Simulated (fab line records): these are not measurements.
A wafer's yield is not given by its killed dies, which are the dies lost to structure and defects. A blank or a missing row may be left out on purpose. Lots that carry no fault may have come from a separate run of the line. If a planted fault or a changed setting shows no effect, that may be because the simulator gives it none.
Matching of chambers || flow n5 finfet || N5_PMOS_HMC_CHANNEL_EPI_ETCH_32 on rie diel-02: 4 sister chambers
The step etches BARC in N2/H2, stops on SiO2, target depth 85.8 nm, time 50.3 s. 4 wafers are shown with their chamber, then 9 later ones without.

EACH WAFER AND ITS CHAMBER
{"wafer": "L076.2", "chamber": 3, "throttle valve pct (%)": 17.60}
{"wafer": "L087.2", "chamber": 1, "throttle valve pct (%)": 18.17}
{"wafer": "L087.3", "chamber": 2, "throttle valve pct (%)": 18.15}
{"wafer": "L087.5", "chamber": 0, "throttle valve pct (%)": 17.79}

WAFERS WITH NO CHAMBER GIVEN
{"wafer": "L089.2", "throttle valve pct (%)": 18.15}
{"wafer": "L089.3", "throttle valve pct (%)": 18.17}
{"wafer": "L089.6", "throttle valve pct (%)": 18.17}
{"wafer": "L092.1", "throttle valve pct (%)": 17.82}
{"wafer": "L092.2", "throttle valve pct (%)": 18.19}
{"wafer": "L092.3", "throttle valve pct (%)": 18.17}
{"wafer": "L094.1", "throttle valve pct (%)": 18.18}
{"wafer": "L094.4", "throttle valve pct (%)": 17.84}
{"wafer": "L094.5", "throttle valve pct (%)": 18.19}

CHAMBER TAKEN BY EACH
{"wafer": "L089.2", "from the rows above": "can't be placed: 2 or 1", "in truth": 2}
{"wafer": "L089.3", "from the rows above": "can't be placed: 1 or 2", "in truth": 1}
{"wafer": "L089.6", "from the rows above": "can't be placed: 1 or 2", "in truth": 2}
{"wafer": "L092.1", "from the rows above": 0, "in truth": 0}
{"wafer": "L092.2", "from the rows above": "can't be placed: 1 or 2", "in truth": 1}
{"wafer": "L092.3", "from the rows above": "can't be placed: 1 or 2", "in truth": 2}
{"wafer": "L094.1", "from the rows above": "can't be placed: 1 or 2", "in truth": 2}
{"wafer": "L094.4", "from the rows above": 0, "in truth": 0}
{"wafer": "L094.5", "from the rows above": "can't be placed: 1 or 2", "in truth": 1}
Placed correctly: 2 of 9. Cannot be placed on the basis of these rows: 7; the candidates contain the true chamber in 7. Number placed wrongly: 0.
How it was worked out, from the rows above alone: a wafer's distance from a chamber is the root of the sum, over the readings, of the square of ((its reading less the chamber's mean) divided by the reading's scatter). The wafer belongs to the nearest chamber; if the next one is less than 2 further off, it can't be placed. A chamber's mean is the mean of its shown wafers. The scatter: root of mean squared gap, hidden wafer to nearest shown wafer, with one shown wafer a chamber.
